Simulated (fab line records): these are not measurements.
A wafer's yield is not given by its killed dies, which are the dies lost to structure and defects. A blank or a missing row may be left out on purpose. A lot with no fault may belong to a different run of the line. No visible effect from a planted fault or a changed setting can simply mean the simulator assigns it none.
Chamber matching :: flow n5-finfet :: rie-diel-02 running N5_BEOL_M4_ETCH_63: 4 sister chambers
The step etches SiARC in CF4, target depth 15.6 nm, time 26 s. 22 wafers are shown with their chamber, then 11 later ones without.

## WAFERS PAIRED WITH THEIR CHAMBERS
wafer: L074.1
chamber: 1
showerhead-plenum-p-Torr (Torr): 2.22
drypump-motor-current-A (A): 5.8
oes-product-au (a.u.): 0.63

wafer: L074.3
chamber: 0
showerhead-plenum-p-Torr (Torr): 2.05
drypump-motor-current-A (A): 5.6
oes-product-au (a.u.): 0.61

wafer: L074.5
chamber: 0
showerhead-plenum-p-Torr (Torr): 2.05
drypump-motor-current-A (A): 5.6
oes-product-au (a.u.): 0.61

wafer: L075.2
chamber: 1
showerhead-plenum-p-Torr (Torr): 2.22
drypump-motor-current-A (A): 5.8
oes-product-au (a.u.): 0.63

wafer: L075.4
chamber: 0
showerhead-plenum-p-Torr (Torr): 2.05
drypump-motor-current-A (A): 5.6
oes-product-au (a.u.): 0.61

wafer: L075.5
chamber: 2
showerhead-plenum-p-Torr (Torr): 2.24
drypump-motor-current-A (A): 5.7
oes-product-au (a.u.): 0.68

wafer: L076.4
chamber: 0
showerhead-plenum-p-Torr (Torr): 2.05
drypump-motor-current-A (A): 5.6
oes-product-au (a.u.): 0.61

wafer: L076.5
chamber: 3
showerhead-plenum-p-Torr (Torr): 2.06
drypump-motor-current-A (A): 5.6
oes-product-au (a.u.): 0.65

wafer: L076.6
chamber: 2
showerhead-plenum-p-Torr (Torr): 2.24
drypump-motor-current-A (A): 5.7
oes-product-au (a.u.): 0.68

wafer: L079.1
chamber: 3
showerhead-plenum-p-Torr (Torr): 2.05
drypump-motor-current-A (A): 5.6
oes-product-au (a.u.): 0.65

wafer: L079.3
chamber: 0
showerhead-plenum-p-Torr (Torr): 2.05
drypump-motor-current-A (A): 5.6
oes-product-au (a.u.): 0.61

wafer: L079.4
chamber: 1
showerhead-plenum-p-Torr (Torr): 2.22
drypump-motor-current-A (A): 5.8
oes-product-au (a.u.): 0.63

wafer: L081.1
chamber: 1
showerhead-plenum-p-Torr (Torr): 2.22
drypump-motor-current-A (A): 5.7
oes-product-au (a.u.): 0.62

wafer: L081.2
chamber: 2
showerhead-plenum-p-Torr (Torr): 2.24
drypump-motor-current-A (A): 5.7
oes-product-au (a.u.): 0.67

wafer: L081.4
chamber: 0
showerhead-plenum-p-Torr (Torr): 2.04
drypump-motor-current-A (A): 5.6
oes-product-au (a.u.): 0.60

wafer: L084.1
chamber: 2
showerhead-plenum-p-Torr (Torr): 2.23
drypump-motor-current-A (A): 5.7
oes-product-au (a.u.): 0.65

wafer: L084.2
chamber: 1
showerhead-plenum-p-Torr (Torr): 2.21
drypump-motor-current-A (A): 5.8
oes-product-au (a.u.): 0.61

wafer: L084.3
chamber: 0
showerhead-plenum-p-Torr (Torr): 2.04
drypump-motor-current-A (A): 5.6
oes-product-au (a.u.): 0.59

wafer: L087.2
chamber: 0
showerhead-plenum-p-Torr (Torr): 2.03
drypump-motor-current-A (A): 5.6
oes-product-au (a.u.): 0.58

wafer: L087.4
chamber: 1
showerhead-plenum-p-Torr (Torr): 2.20
drypump-motor-current-A (A): 5.7
oes-product-au (a.u.): 0.62

wafer: L087.6
chamber: 1
showerhead-plenum-p-Torr (Torr): 2.20
drypump-motor-current-A (A): 5.8
oes-product-au (a.u.): 0.61

wafer: L093.1
chamber: 2
showerhead-plenum-p-Torr (Torr): 2.22
drypump-motor-current-A (A): 5.6
oes-product-au (a.u.): 0.64

SIGNATURES (means of the wafers above)
reading: showerhead-plenum-p-Torr
chamber 0: 2.0450
chamber 1: 2.2129
chamber 2: 2.2340
chamber 3: 2.0550
scatter within a chamber: 0.00854

reading: drypump-motor-current-A
chamber 0: 5.600
chamber 1: 5.771
chamber 2: 5.680
chamber 3: 5.600
scatter within a chamber: 0.0352

reading: oes-product-au
chamber 0: 0.6025
chamber 1: 0.6214
chamber 2: 0.6640
chamber 3: 0.6500
scatter within a chamber: 0.0124
Rule: for each reading, subtract the chamber's mean from the wafer's reading, divide by that reading's scatter and square the result; add these up over the readings and take the root, which gives the wafer's distance from the chamber. The wafer belongs to the nearest chamber; if the next one is less than 2 further off, it can't be placed. The scatter is the square root of a quotient: the sum, over the shown wafers, of each reading's squared deviation from its chamber's mean, divided by wafers minus chambers.

## WAFERS WHOSE CHAMBER IS MISSING
wafer: L093.4
showerhead-plenum-p-Torr (Torr): 2.03
drypump-motor-current-A (A): 5.6
oes-product-au (a.u.): 0.58

wafer: L093.5
showerhead-plenum-p-Torr (Torr): 2.22
drypump-motor-current-A (A): 5.6
oes-product-au (a.u.): 0.64

wafer: L096.1
showerhead-plenum-p-Torr (Torr): 2.04
drypump-motor-current-A (A): 5.6
oes-product-au (a.u.): 0.61

wafer: L096.2
showerhead-plenum-p-Torr (Torr): 2.03
drypump-motor-current-A (A): 5.6
oes-product-au (a.u.): 0.58

wafer: L096.3
showerhead-plenum-p-Torr (Torr): 2.22
drypump-motor-current-A (A): 5.6
oes-product-au (a.u.): 0.64

wafer: L096.4
showerhead-plenum-p-Torr (Torr): 2.20
drypump-motor-current-A (A): 5.7
oes-product-au (a.u.): 0.60

wafer: L096.5
showerhead-plenum-p-Torr (Torr): 2.03
drypump-motor-current-A (A): 5.6
oes-product-au (a.u.): 0.58

wafer: L096.6
showerhead-plenum-p-Torr (Torr): 2.04
drypump-motor-current-A (A): 5.6
oes-product-au (a.u.): 0.61

wafer: L097.3
showerhead-plenum-p-Torr (Torr): 2.04
drypump-motor-current-A (A): 5.6
oes-product-au (a.u.): 0.61

wafer: L097.4
showerhead-plenum-p-Torr (Torr): 2.20
drypump-motor-current-A (A): 5.7
oes-product-au (a.u.): 0.60

wafer: L097.5
showerhead-plenum-p-Torr (Torr): 2.03
drypump-motor-current-A (A): 5.6
oes-product-au (a.u.): 0.58

## EACH ONE'S CHAMBER
wafer: L093.4
from the rows above: 0
in truth: 0

wafer: L093.5
from the rows above: can't be placed: 2 or 1
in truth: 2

wafer: L096.1
from the rows above: 0
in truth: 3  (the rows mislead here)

wafer: L096.2
from the rows above: 0
in truth: 0

wafer: L096.3
from the rows above: can't be placed: 2 or 1
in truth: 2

wafer: L096.4
from the rows above: 1
in truth: 1

wafer: L096.5
from the rows above: 0
in truth: 0

wafer: L096.6
from the rows above: 0
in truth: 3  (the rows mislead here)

wafer: L097.3
from the rows above: 0
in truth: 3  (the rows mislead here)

wafer: L097.4
from the rows above: 1
in truth: 1

wafer: L097.5
from the rows above: 0
in truth: 0
6 of 11 placed correctly. Cannot be placed on the basis of these rows: 2; the candidates contain the true chamber in 2. 3 placed wrongly.
